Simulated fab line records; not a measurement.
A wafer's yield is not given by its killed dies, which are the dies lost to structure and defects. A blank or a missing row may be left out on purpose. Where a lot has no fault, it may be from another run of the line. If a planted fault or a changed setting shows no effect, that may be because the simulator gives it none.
The tool behind it: which one? ; flow nand_harc ; 6 lots with 18 wafers sampled at 5 steps, on a route of 1302 steps

== WHAT THE GAUGES SHOWED, per wafer ==
NHARC_END_SORT_01.
lot;measured;on;killed_dies
L579;day 25 04:42;prober-01;55 83 94
L591;day 29 10:20;prober-02;43 677 61
L595;day 31 05:10;prober-02;50 58 49
L596;day 31 21:13;prober-02;66 68 53
L598;day 32 20:16;prober-01;56 63 71
L600;day 33 11:26;prober-01;79 71 67

== WHICH TOOL RAN EACH LOT (tool, then ch and the chambers of the sampled wafers, then the start) ==
lot;NHARC_A_STAIRCASE_TRIM_235;NHARC_A_STAIRCASE_ETCH_236;NHARC_A_STAIRCASE_HM_OPEN_457;NHARC_A_STAIRCASE_DEP_280
L579;rie_diel-10 ch 2,3, day 17 09:41 or earlier;rie_diel-10 ch 0,2,3, day 17 09:41 or earlier;rie_diel-10 ch 0,1,3, day 17 09:41;pecvd-02 ch 1,2, day 17 16:43
L591;rie_diel-03 ch 1,3, day 21 22:22 or earlier;rie_diel-03 ch 1,3, day 21 22:22 or earlier;rie_diel-10 ch 0,1,3, day 21 22:22;pecvd-01 ch 0,2, day 22 06:56
L595;rie_diel-08 ch 0,1,3, day 22 23:54 or earlier;rie_diel-08 ch 1,2,3, day 22 23:54 or earlier;rie_diel-03 ch 0,1,2, day 22 23:54;pecvd-01 ch 0,1,2, day 23 04:41
L596;rie_diel-10 ch 0,1, day 23 14:31 or earlier;rie_diel-10 ch 0,1,2, day 23 14:31 or earlier;rie_diel-08 ch 2,3, day 23 14:31;pecvd-03 ch 0,1, day 23 19:18
L598;rie_diel-03 ch 1,2, day 24 20:44 or earlier;rie_diel-03 ch 0,2,3, day 24 20:44 or earlier;rie_diel-08 ch 0,2,3, day 24 20:44;pecvd-03 ch 0,1, day 25 01:22
L600;rie_diel-10 ch 1,2,3, day 25 11:25 or earlier;rie_diel-10 ch 0,2, day 25 11:25 or earlier;rie_diel-08 ch 1,2,3, day 25 11:25;pecvd-03 ch 0,2, day 25 16:11
- NHARC_A_STAIRCASE_TRIM_235: chemistry O2, time 211.2 s.
- NHARC_A_STAIRCASE_ETCH_236: etches the open film in C4F8/O2, target depth 100 nm, time 40.5 s.
- NHARC_A_STAIRCASE_HM_OPEN_457: chemistry O2/COS.
- NHARC_A_STAIRCASE_DEP_280: deposits SiON, target thk 30 nm.

== THE ANSWER, worked out from the rows above alone ==
Rule: the lots themselves supply what counts as usual. Put in order of their means at a reading, lots are off if they are a third of the lots or fewer, leave a main group of 4 or more, and stand apart from it by a gap of 3 or more times the standard deviation of the main group's means; of several such gaps the widest counts. If all means in a main group match to the digits the tables above print for the reading, that group is not used. A lot without any number at a reading at which 4 lots or more have one is off too. All remaining lots with rows at the step are treated as sound.
Off, at NHARC_END_SORT_01 on killed_dies: L591. Mean 66 and standard deviation 8.7 in the main group.
If a tool, at a process step before that reading, ran all the lots that are off and no sound lot after the first of them, it fits. The gauges at NHARC_END_SORT_01 are tried like those tools. With no start given for some of its lots, NHARC_A_STAIRCASE_TRIM_235 uses the hours and lot order of NHARC_A_STAIRCASE_HM_OPEN_457. With no start given for some of its lots, NHARC_A_STAIRCASE_ETCH_236 uses the hours and lot order of NHARC_A_STAIRCASE_HM_OPEN_457. One fits: NHARC_A_STAIRCASE_HM_OPEN_457 on rie_diel-10. A fault onset in the window from L579 (day 17 09:41, its last sound lot) to L591 (day 21 22:22, its first lot off) fits.

== WHAT THE SIMULATOR PUT IN ==
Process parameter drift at NHARC_A_STAIRCASE_HM_OPEN_457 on rie_diel-10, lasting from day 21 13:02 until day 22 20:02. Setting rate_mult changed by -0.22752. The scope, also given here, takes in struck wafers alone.
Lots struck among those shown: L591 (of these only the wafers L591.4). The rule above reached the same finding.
